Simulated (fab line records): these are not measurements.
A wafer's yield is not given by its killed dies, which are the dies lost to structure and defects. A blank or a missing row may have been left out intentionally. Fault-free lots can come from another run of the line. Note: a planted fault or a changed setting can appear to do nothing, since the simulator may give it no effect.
Comparing a struck lot with a sound one || flow nand harc || 14 out of 1302 route steps
Sound: these wafers, L636.1, L636.2, L636.5. Struck: wafer L646.5 (L646.2, L646.6, from the same lot, were not struck and are left out); the cause is given at the end.
At each step with rows: each side's tool, then ch and its chambers, then its first start. Under that, the readings that differ: sound wafers || struck wafers || difference of the means || sigmas: that difference in standard deviations of wafers without a fault.
alike: a reading whose means differ by less than 2 such deviations, as well as words and numbers matching on both sides. not compared: withheld readings; readings where some wafer has no value; bounds like >300 that might hide an equal value; numbers whose values overlap and for which the record gives no deviation.
Wherever a step has rows on one side only, a row that says differs or no value, or a row with sigmas, the two part there. Non-overlapping numbers with no deviation appear without sigmas and do not part them. Lack of a reading on every wafer of one side parts them only where that side has two or more wafers.

NHARC_A_DECK1_JOINT_ETCHBACK_00: etches the open film in HBr, target depth 30 nm, time 17.4 s.
  sound on rie si-04 ch 0,1,2, day 12 23:33; struck on rie si-02 ch 3, day 17 12:29
  alike: drypump motor current A, oes product au, throttle valve pct
  not compared: rf hours counter h
then, 8 steps without rows for these wafers: NHARC_A_DECK1_JOINT_PRECLEAN_30 (cleans in SC1); NHARC_A_DECK1_JOINT_SRD_31; NHARC_A_DECK1_JOINT_CVD_34 (deposits SiNx, target thk 20 nm); NHARC_A_DECK1_JOINT_DEP_06 (deposits SiOx, target thk 80 nm); NHARC_A_DECK1_JOINT_CURE_26 (time 32 s); NHARC_A_DECK1_JOINT_ANNEAL_27 (time 3600 s); NHARC_A_DECK1_JOINT_ANNEAL_28 (time 1800 s); NHARC_A_DECK1_JOINT_ANNEAL_29 (time 1800 s).
NHARC_A_DECK1_JOINT_CMP_02: polishes SiOx.
  sound on cmp-04 ch 0,2,3, day 14 00:16; struck on cmp-01 ch 0, day 18 12:03
{"reading": "motor current A (A)", "sound": "11.0 10.8 9.9", "struck": 13.2, "difference": "+2.6", "sigmas": "+2"}
  alike: retaining ring pressure frac
after that, 1 step had no rows for these wafers: NHARC_A_DECK1_JOINT_SRD_15.
NHARC_A_DECK1_JOINT_DEP_16: deposits SiO2, target thk 45 nm.
  sound on pecvd-03 ch 0,1, day 14 00:41; struck on pecvd-03 ch 0, day 18 12:41
  alike: heater power w, throttle valve pct
NHARC_A_DECK1_JOINT_THK_MEAS_17: measures by ellipsometry.
  sound: film metro-01 at day 14 00:56; struck: film metro-02 at day 18 12:55
{"reading": "thk nm (nm)", "sound": "44.1 45.4 45.9", "struck": 35.7, "difference": -9.4, "sigmas": -7}
NHARC_A_DECK1_JOINT_INSPECT_05:
  sound: defect inspect-02 at day 14 00:58; struck: defect inspect-01 at day 18 12:57
  alike: raw defect count

## WHERE THEY PART
Earliest at NHARC_A_DECK1_JOINT_CMP_02; latest, in this record, at NHARC_A_DECK1_JOINT_THK_MEAS_17. Later steps at which nothing parts them and some readings are alike: NHARC_A_DECK1_JOINT_INSPECT_05.

WHY: what the simulator had put in
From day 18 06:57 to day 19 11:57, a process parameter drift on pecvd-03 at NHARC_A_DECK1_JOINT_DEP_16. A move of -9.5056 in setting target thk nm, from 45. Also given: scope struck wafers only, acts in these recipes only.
